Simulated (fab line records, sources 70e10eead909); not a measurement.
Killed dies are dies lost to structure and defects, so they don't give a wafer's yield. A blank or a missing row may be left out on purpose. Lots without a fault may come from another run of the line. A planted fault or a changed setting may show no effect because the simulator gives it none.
Which tool did it? | flow nand_harc | 23 lots, 69 wafers sampled, at 6 steps of a route of 1302

WHAT THE GAUGES READ, wafer by wafer
The record holds no reading of a measuring or inspecting step that can be judged against a usual standard deviation.

WHICH TOOL RAN EACH LOT (tool, then ch and the chambers of the sampled wafers, then the start)
lot  | NHARC_A_CONTACT_ETCH_88            | NHARC_A_CONTACT_ETCH_92            | NHARC_A_CONTACT_ALD_18              | NHARC_A_M0_ETCH_15                            | NHARC_A_M0_STRIP_18                | NHARC_A_M0_ANNEAL_30
L074 | rie_diel-05 ch 0,2,3, day 21 18:24 | rie_diel-12 ch 0,1,3, day 21 21:17 | ald_metal-01 ch 0,1,2, day 21 22:28 | rie_diel-11 ch 1,2,3, day 22 05:03 or earlier | rie_diel-08 ch 1,2,3, day 22 05:03 | rtp_anneal-02 ch 0, day 22 06:20
L075 | rie_diel-12 ch 2,3, day 22 14:11   | rie_diel-06 ch 0,1,2, day 22 17:05 | ald_metal-02 ch 0,1, day 22 18:13   | rie_diel-09 ch 0,1,3, day 23 00:55 or earlier | rie_diel-09 ch 0,1,3, day 23 00:55 | rtp_anneal-02 ch 0, day 23 02:16
L076 | rie_diel-05 ch 0,3, day 22 20:29   | rie_diel-05 ch 0,1,2, day 22 23:25 | ald_metal-02 ch 0,2,3, day 23 00:35 | rie_diel-09 ch 0,2,3, day 23 07:18 or earlier | rie_diel-11 ch 0,1, day 23 07:18   | rtp_anneal-02 ch 0, day 23 08:38
L077 | rie_diel-12 ch 0,3, day 22 23:15   | rie_diel-05 ch 0,3, day 23 02:30   | ald_metal-04 ch 1,2,3, day 23 03:41 | rie_diel-11 ch 0,1, day 23 10:13 or earlier   | rie_diel-08 ch 2,3, day 23 10:13   | rtp_anneal-02 ch 0, day 23 11:41
L078 | rie_diel-05 ch 1,2,3, day 23 15:18 | rie_diel-05 ch 2,3, day 23 18:13   | ald_metal-01 ch 1,2,3, day 23 19:25 | rie_diel-08 ch 0,3, day 24 02:35 or earlier   | rie_diel-09 ch 0,2,3, day 24 02:35 | rtp_anneal-02 ch 0, day 24 03:51
L079 | rie_diel-05 ch 0,1, day 24 07:53   | rie_diel-12 ch 1,2,3, day 24 10:49 | ald_metal-01 ch 1,2,3, day 24 11:59 | rie_diel-11 ch 1,2, day 24 19:03 or earlier   | rie_diel-09 ch 1,2,3, day 24 19:03 | rtp_anneal-01 ch 0, day 24 20:19
L081 | rie_diel-05 ch 0,2,3, day 25 06:59 | rie_diel-12 ch 0,1, day 25 09:53   | ald_metal-04 ch 0,1, day 25 11:07   | rie_diel-11 ch 1,2, day 25 17:43 or earlier   | rie_diel-09 ch 0,2,3, day 25 17:43 | rtp_anneal-01 ch 0, day 25 19:05
L082 | rie_diel-06 ch 1,2, day 25 09:42   | rie_diel-12 ch 0,1, day 25 12:35   | ald_metal-02 ch 0,1,2, day 25 13:44 | rie_diel-11 ch 2,3, day 25 20:31 or earlier   | rie_diel-08 ch 0,2,3, day 25 20:31 | rtp_anneal-02 ch 0, day 25 22:11
L080 | rie_diel-12 ch 0,3, day 25 12:58   | rie_diel-12 ch 0,1,2, day 25 15:52 | ald_metal-01 ch 0,3, day 25 17:04   | rie_diel-09 ch 1,2,3, day 25 23:52 or earlier | rie_diel-11 ch 0,2,3, day 25 23:52 | rtp_anneal-01 ch 0, day 26 01:09
L083 | rie_diel-05 ch 1,2,3, day 26 11:36 | rie_diel-05 ch 0,2,3, day 26 14:28 | ald_metal-04 ch 1,3, day 26 15:38   | rie_diel-08 ch 0,2, day 26 22:17 or earlier   | rie_diel-09 ch 1,2,3, day 26 22:17 | rtp_anneal-01 ch 0, day 26 23:38
L085 | rie_diel-12 ch 0,1,2, day 26 12:17 | rie_diel-05 ch 1,2,3, day 26 15:10 | ald_metal-04 ch 0,1,2, day 26 16:23 | rie_diel-11 ch 1,2,3, day 26 23:04 or earlier | rie_diel-08 ch 0,2,3, day 26 23:04 | rtp_anneal-01 ch 0, day 27 00:25
L084 | rie_diel-05 ch 0,1,2, day 27 06:12 | rie_diel-05 ch 2,3, day 27 09:32   | ald_metal-04 ch 1,2,3, day 27 10:43 | rie_diel-09 ch 1,2,3, day 27 17:06 or earlier | rie_diel-08 ch 0,3, day 27 17:06   | rtp_anneal-01 ch 0, day 27 18:25
L087 | rie_diel-05 ch 1,2, day 28 07:32   | rie_diel-05 ch 0,3, day 28 10:25   | ald_metal-02 ch 0,1,2, day 28 11:35 | rie_diel-11 ch 0,1,2, day 28 18:40 or earlier | rie_diel-11 ch 2,3, day 28 18:40   | rtp_anneal-02 ch 0, day 28 19:59
L089 | rie_diel-05 ch 1,2, day 28 09:08   | rie_diel-12 ch 0,3, day 28 12:01   | ald_metal-01 ch 0,1, day 28 13:11   | rie_diel-08 ch 1,3, day 28 19:39 or earlier   | rie_diel-09 ch 2,3, day 28 19:39   | rtp_anneal-01 ch 0, day 28 20:58
L090 | rie_diel-05 ch 1,2,3, day 28 11:20 | rie_diel-05 ch 2,3, day 28 14:13   | ald_metal-04 ch 0,3, day 28 15:24   | rie_diel-09 ch 0,2,3, day 28 22:00 or earlier | rie_diel-08 ch 0,1,2, day 28 22:00 | rtp_anneal-02 ch 0, day 28 23:18
L088 | rie_diel-05 ch 0,1,2, day 28 15:49 | rie_diel-05 ch 0,2,3, day 28 19:28 | ald_metal-02 ch 1,2,3, day 28 20:47 | rie_diel-11 ch 0,1,3, day 29 03:18 or earlier | rie_diel-08 ch 0,1,3, day 29 03:18 | rtp_anneal-02 ch 0, day 29 04:40
L091 | rie_diel-06 ch 0,2,3, day 29 12:35 | rie_diel-12 ch 2,3, day 29 15:29   | ald_metal-01 ch 1,3, day 29 16:38   | rie_diel-09 ch 2,3, day 29 23:50 or earlier   | rie_diel-08 ch 0,1, day 29 23:50   | rtp_anneal-02 ch 0, day 30 01:14
L093 | rie_diel-05 ch 0,2,3, day 30 00:22 | rie_diel-12 ch 1,2,3, day 30 03:23 | ald_metal-01 ch 0,1,2, day 30 04:31 | rie_diel-08 ch 0,1,2, day 30 10:53 or earlier | rie_diel-11 ch 0,1,3, day 30 10:53 | rtp_anneal-01 ch 0, day 30 12:10
L094 | rie_diel-05 ch 0,1,2, day 30 03:43 | rie_diel-06 ch 0,1,3, day 30 06:38 | ald_metal-04 ch 1,2,3, day 30 10:44 | rie_diel-11 ch 0,2,3, day 30 17:31 or earlier | rie_diel-11 ch 0,1,3, day 30 17:31 | rtp_anneal-01 ch 0, day 30 18:47
L092 | rie_diel-05 ch 0,1,3, day 30 06:41 | rie_diel-05 ch 0,2,3, day 30 09:34 | ald_metal-02 ch 1,2,3, day 30 10:47 | rie_diel-08 ch 0,1,2, day 30 17:47 or earlier | rie_diel-11 ch 0,1,3, day 30 17:47 | rtp_anneal-02 ch 0, day 30 19:04
L095 | rie_diel-05 ch 1,2,3, day 30 16:16 | rie_diel-06 ch 1,2,3, day 30 19:17 | ald_metal-01 ch 0,3, day 30 20:25   | rie_diel-09 ch 0,1, day 31 03:19 or earlier   | rie_diel-11 ch 0,2,3, day 31 03:19 | rtp_anneal-02 ch 0, day 31 04:41
L097 | rie_diel-05 ch 0,3, day 31 08:43   | rie_diel-05 ch 0,1,2, day 31 11:37 | ald_metal-02 ch 1,2, day 31 12:48   | rie_diel-08 ch 0,3, day 31 19:21 or earlier   | rie_diel-09 ch 0,2, day 31 19:21   | rtp_anneal-02 ch 0, day 31 20:40
L096 | rie_diel-05 ch 0,1,3, day 31 10:26 | rie_diel-06 ch 0,2,3, day 31 13:22 | ald_metal-01 ch 0,1,3, day 31 14:31 | rie_diel-08 ch 0,1,3, day 31 21:12 or earlier | rie_diel-11 ch 0,2, day 31 21:12   | rtp_anneal-02 ch 0, day 31 22:28
- NHARC_A_CONTACT_ETCH_88: etches the open film in CF4, target depth 39 nm, time 65 s.
- NHARC_A_CONTACT_ETCH_92: etches the open film in CH3F/O2, target depth 40 nm, time 85.7 s.
- NHARC_A_CONTACT_ALD_18: deposits TiN, target thk 3 nm, pulse time 1 s, ald cycles 150.
- NHARC_A_M0_ETCH_15: etches the open film in C4F8/Ar, target depth 150 nm, overetch 15 nm, time 82.5 s.
- NHARC_A_M0_STRIP_18: strips in N2/H2.
- NHARC_A_M0_ANNEAL_30: time 90 s.

WHAT THE TOOLS THEMSELVES READ (means of the sampled wafers that have a number; where no wafer has one, the mark that the record gives instead)
NHARC_A_CONTACT_ETCH_88.
lot  | tool        | drypump_motor_current_A (A) | oes_product_au (a.u.) | rf_vpp_V (V) | showerhead_plenum_p_Torr (Torr) | throttle_valve_pct (%)
L074 | rie_diel-05 | 5.7                         | 1.000                 | 152.8        | 1.86                            | 13.287
L075 | rie_diel-12 | 5.9                         | 1.022                 | 151.6        | 1.83                            | 13.286
L076 | rie_diel-05 | 5.6                         | 0.994                 | 151.6        | 1.85                            | 13.290
L077 | rie_diel-12 | 5.9                         | 0.996                 | 153.0        | 1.89                            | 13.277
L078 | rie_diel-05 | 6.0                         | 0.990                 | 152.2        | 1.85                            | 13.290
L079 | rie_diel-05 | 5.8                         | 1.001                 | 152.6        | 1.87                            | 13.279
L081 | rie_diel-05 | 5.7                         | 1.003                 | 152.2        | 1.85                            | 13.279
L082 | rie_diel-06 | 5.5                         | 0.994                 | 150.5        | 1.79                            | 13.288
L080 | rie_diel-12 | 5.9                         | 0.989                 | 152.6        | 1.89                            | 13.281
L083 | rie_diel-05 | 6.1                         | 1.005                 | 152.2        | 1.85                            | 13.278
L085 | rie_diel-12 | 6.0                         | 0.991                 | 150.9        | 1.79                            | 13.282
L084 | rie_diel-05 | 6.0                         | 1.004                 | 152.5        | 1.88                            | 13.282
L087 | rie_diel-05 | 6.0                         | 1.000                 | 152.6        | 1.88                            | 13.284
L089 | rie_diel-05 | 6.0                         | 0.999                 | 152.9        | 1.88                            | 13.291
L090 | rie_diel-05 | 6.1                         | 1.000                 | 152.3        | 1.85                            | 13.281
L088 | rie_diel-05 | 5.9                         | 1.009                 | 152.0        | 1.87                            | 13.290
L091 | rie_diel-06 | 5.5                         | 1.004                 | 151.0        | 1.74                            | 13.285
L093 | rie_diel-05 | 5.7                         | 1.004                 | 152.2        | 1.85                            | 13.284
L094 | rie_diel-05 | 5.9                         | 1.007                 | 151.6        | 1.87                            | 13.289
L092 | rie_diel-05 | 6.0                         | 0.995                 | 152.4        | 1.83                            | 13.287
L095 | rie_diel-05 | 6.1                         | 1.003                 | 151.6        | 1.84                            | 13.283
L097 | rie_diel-05 | 5.5                         | 1.002                 | 152.3        | 1.84                            | 13.288
L096 | rie_diel-05 | 6.0                         | 1.000                 | 152.3        | 1.83                            | 13.286

NHARC_A_CONTACT_ETCH_92.
lot  | tool        | drypump_motor_current_A (A) | o2_flow_sccm (sccm) | oes_product_au (a.u.) | rf_vpp_V (V) | showerhead_plenum_p_Torr (Torr) | throttle_valve_pct (%)
L074 | rie_diel-12 | 5.8                         | 29.98               | 0.917                 | 246.7        | 2.60                            | 20.671
L075 | rie_diel-06 | 5.4                         | 30.01               | 0.995                 | 244.4        | 2.47                            | 20.656
L076 | rie_diel-05 | 6.0                         | 30.00               | 0.930                 | 246.6        | 2.61                            | 20.653
L077 | rie_diel-05 | 5.6                         | 30.04               | 0.926                 | 246.4        | 2.57                            | 20.665
L078 | rie_diel-05 | 5.8                         | 30.02               | 0.928                 | 246.0        | 2.55                            | 20.658
L079 | rie_diel-12 | 5.9                         | 29.92               | 1.010                 | 244.8        | 2.50                            | 20.672
L081 | rie_diel-12 | 5.8                         | 30.08               | 0.912                 | 246.1        | 2.55                            | 20.661
L082 | rie_diel-12 | 5.9                         | 29.96               | 0.917                 | 246.0        | 2.59                            | 20.660
L080 | rie_diel-12 | 6.0                         | 30.04               | 0.922                 | 244.6        | 2.49                            | 20.659
L083 | rie_diel-05 | 5.7                         | 30.06               | 0.953                 | 245.2        | 2.58                            | 20.658
L085 | rie_diel-05 | 6.0                         | 30.01               | 0.929                 | 247.0        | 2.58                            | 20.656
L084 | rie_diel-05 | 5.8                         | 30.03               | 0.946                 | 246.5        | 2.60                            | 20.672
L087 | rie_diel-05 | 5.6                         | 30.03               | 0.934                 | 246.8        | 2.56                            | 20.666
L089 | rie_diel-12 | 5.9                         | 30.08               | 0.985                 | 247.4        | 2.62                            | 20.659
L090 | rie_diel-05 | 5.7                         | 30.02               | 0.933                 | 246.3        | 2.59                            | 20.656
L088 | rie_diel-05 | 5.7                         | 30.02               | 0.929                 | 246.3        | 2.58                            | 20.662
L091 | rie_diel-12 | 6.1                         | 29.94               | 0.925                 | 242.9        | 2.42                            | 20.669
L093 | rie_diel-12 | 5.9                         | 29.96               | 0.928                 | 245.0        | 2.49                            | 20.651
L094 | rie_diel-06 | 5.7                         | 30.02               | 0.925                 | 243.2        | 2.37                            | 20.663
L092 | rie_diel-05 | 5.7                         | 29.96               | 0.931                 | 246.4        | 2.57                            | 20.673
L095 | rie_diel-06 | 5.5                         | 29.96               | 1.004                 | 244.9        | 2.45                            | 20.664
L097 | rie_diel-05 | 6.0                         | 30.00               | 0.925                 | 246.6        | 2.60                            | 20.662
L096 | rie_diel-06 | 5.5                         | 30.07               | 0.977                 | 244.4        | 2.41                            | 20.666

NHARC_A_CONTACT_ALD_18.
lot  | tool         | heater_power_w (W) | precursor_pulse_height_rel
L074 | ald_metal-01 | 1046               | 0.987
L075 | ald_metal-02 | 969                | 0.998
L076 | ald_metal-02 | 1173               | 1.003
L077 | ald_metal-04 | 1186               | 1.006
L078 | ald_metal-01 | 1146               | 1.002
L079 | ald_metal-01 | 1154               | 1.004
L081 | ald_metal-04 | 1147               | 1.017
L082 | ald_metal-02 | 1084               | 0.978
L080 | ald_metal-01 | 1283               | 1.007
L083 | ald_metal-04 | 1202               | 1.001
L085 | ald_metal-04 | 1118               | 1.006
L084 | ald_metal-04 | 1190               | 0.992
L087 | ald_metal-02 | 1048               | 1.000
L089 | ald_metal-01 | 1040               | 0.981
L090 | ald_metal-04 | 1103               | 0.996
L088 | ald_metal-02 | 1085               | 1.004
L091 | ald_metal-01 | 1314               | 0.998
L093 | ald_metal-01 | 1030               | 0.997
L094 | ald_metal-04 | 1149               | 1.012
L092 | ald_metal-02 | 1122               | 1.003
L095 | ald_metal-01 | 1111               | 1.006
L097 | ald_metal-02 | 1027               | 0.999
L096 | ald_metal-01 | 1108               | 0.993

NHARC_A_M0_ETCH_15.
lot  | tool        | oes_product_au (a.u.) | rf_vpp_V (V)
L074 | rie_diel-11 | 0.971                 | 441.5
L075 | rie_diel-09 | 0.965                 | 441.9
L076 | rie_diel-09 | 0.947                 | 443.4
L077 | rie_diel-11 | 0.929                 | 442.5
L078 | rie_diel-08 | 0.972                 | 442.9
L079 | rie_diel-11 | 0.922                 | 444.0
L081 | rie_diel-11 | 0.959                 | 442.7
L082 | rie_diel-11 | 0.966                 | 439.7
L080 | rie_diel-09 | 0.929                 | 441.6
L083 | rie_diel-08 | 0.970                 | 444.0
L085 | rie_diel-11 | 0.970                 | 442.0
L084 | rie_diel-09 | 0.969                 | 440.7
L087 | rie_diel-11 | 0.973                 | 441.8
L089 | rie_diel-08 | 0.922                 | 440.6
L090 | rie_diel-09 | 0.920                 | 443.1
L088 | rie_diel-11 | 0.965                 | 440.4
L091 | rie_diel-09 | 0.981                 | 441.8
L093 | rie_diel-08 | 0.933                 | 443.2
L094 | rie_diel-11 | 0.922                 | 441.1
L092 | rie_diel-08 | 0.932                 | 444.7
L095 | rie_diel-09 | 0.965                 | 442.6
L097 | rie_diel-08 | 0.983                 | 441.8
L096 | rie_diel-08 | 0.978                 | 442.5

NHARC_A_M0_STRIP_18.
lot  | tool        | drypump_motor_current_A (A) | oes_product_au (a.u.) | rf_vpp_V (V) | showerhead_plenum_p_Torr (Torr) | throttle_valve_pct (%)
L074 | rie_diel-08 | 5.8                         | 1.013                 | 90.9         | 2.12                            | 14.174
L075 | rie_diel-09 | 5.9                         | 1.006                 | 90.2         | 2.07                            | 14.167
L076 | rie_diel-11 | 6.4                         | 1.001                 | 91.7         | 2.09                            | 14.166
L077 | rie_diel-08 | 5.7                         | 1.010                 | 90.5         | 2.08                            | 14.165
L078 | rie_diel-09 | 5.9                         | 0.997                 | 90.2         | 2.10                            | 14.169
L079 | rie_diel-09 | 5.9                         | 0.995                 | 91.5         | 2.08                            | 14.174
L081 | rie_diel-09 | 5.9                         | 1.006                 | 90.8         | 2.10                            | 14.178
L082 | rie_diel-08 | 5.9                         | 1.006                 | 91.2         | 2.12                            | 14.177
L080 | rie_diel-11 | 6.1                         | 0.998                 | 91.4         | 2.04                            | 14.167
L083 | rie_diel-09 | 5.9                         | 1.001                 | 91.0         | 2.08                            | 14.173
L085 | rie_diel-08 | 5.9                         | 0.999                 | 90.2         | 2.12                            | 14.176
L084 | rie_diel-08 | 5.4                         | 1.005                 | 91.1         | 2.06                            | 14.162
L087 | rie_diel-11 | 6.5                         | 1.014                 | 90.7         | 2.07                            | 14.172
L089 | rie_diel-09 | 6.1                         | 1.000                 | 91.1         | 2.07                            | 14.168
L090 | rie_diel-08 | 6.1                         | 1.000                 | 92.0         | 2.15                            | 14.171
L088 | rie_diel-08 | 5.5                         | 0.996                 | 91.1         | 2.10                            | 14.174
L091 | rie_diel-08 | 5.7                         | 0.999                 | 91.7         | 2.13                            | 14.174
L093 | rie_diel-11 | 6.3                         | 1.002                 | 91.3         | 2.04                            | 14.172
L094 | rie_diel-11 | 6.2                         | 1.014                 | 90.9         | 2.04                            | 14.180
L092 | rie_diel-11 | 6.3                         | 1.004                 | 91.2         | 2.04                            | 14.175
L095 | rie_diel-11 | 6.1                         | 1.004                 | 90.2         | 2.04                            | 14.174
L097 | rie_diel-09 | 5.8                         | 1.006                 | 91.0         | 2.14                            | 14.173
L096 | rie_diel-11 | 5.9                         | 0.996                 | 91.2         | 2.05                            | 14.169

NHARC_A_M0_ANNEAL_30.
lot  | tool          | wafer_temp_C_max
L074 | rtp_anneal-02 | 226.07
L075 | rtp_anneal-02 | 225.86
L076 | rtp_anneal-02 | 225.90
L077 | rtp_anneal-02 | 225.99
L078 | rtp_anneal-02 | 225.84
L079 | rtp_anneal-01 | 226.32
L081 | rtp_anneal-01 | 225.58
L082 | rtp_anneal-02 | 225.65
L080 | rtp_anneal-01 | 226.18
L083 | rtp_anneal-01 | 225.75
L085 | rtp_anneal-01 | 226.38
L084 | rtp_anneal-01 | 226.26
L087 | rtp_anneal-02 | 226.27
L089 | rtp_anneal-01 | 226.30
L090 | rtp_anneal-02 | 225.80
L088 | rtp_anneal-02 | 226.14
L091 | rtp_anneal-02 | 225.79
L093 | rtp_anneal-01 | 226.21
L094 | rtp_anneal-01 | 226.04
L092 | rtp_anneal-02 | 225.98
L095 | rtp_anneal-02 | 225.81
L097 | rtp_anneal-02 | 225.92
L096 | rtp_anneal-02 | 225.96

THE ANSWER, worked out from the rows above alone
Rule: what is usual is taken from the lots themselves. Put in order of their means at a reading, lots are off if they are a third of the lots or fewer, leave a main group of 4 or more, and stand apart from it by a gap of 3 or more times the standard deviation of the main group's means; of several such gaps the widest counts. A main group whose means are all the same, to the digits that the tables above print for the reading, isn't used. A lot without any number at a reading at which 4 lots or more have one is off too. The other lots that the step has rows for count as sound. The gauges are gone through in route order, then the tools' own readings, and for those a lot's mean is taken as printed above. The first step at which some lot is off is used, and at that step the reading that is off furthest; a lot without a number counts as furthest.
No lot is off at any reading shown: from this, nothing can be told.

WHAT THE SIMULATOR HAD PUT IN
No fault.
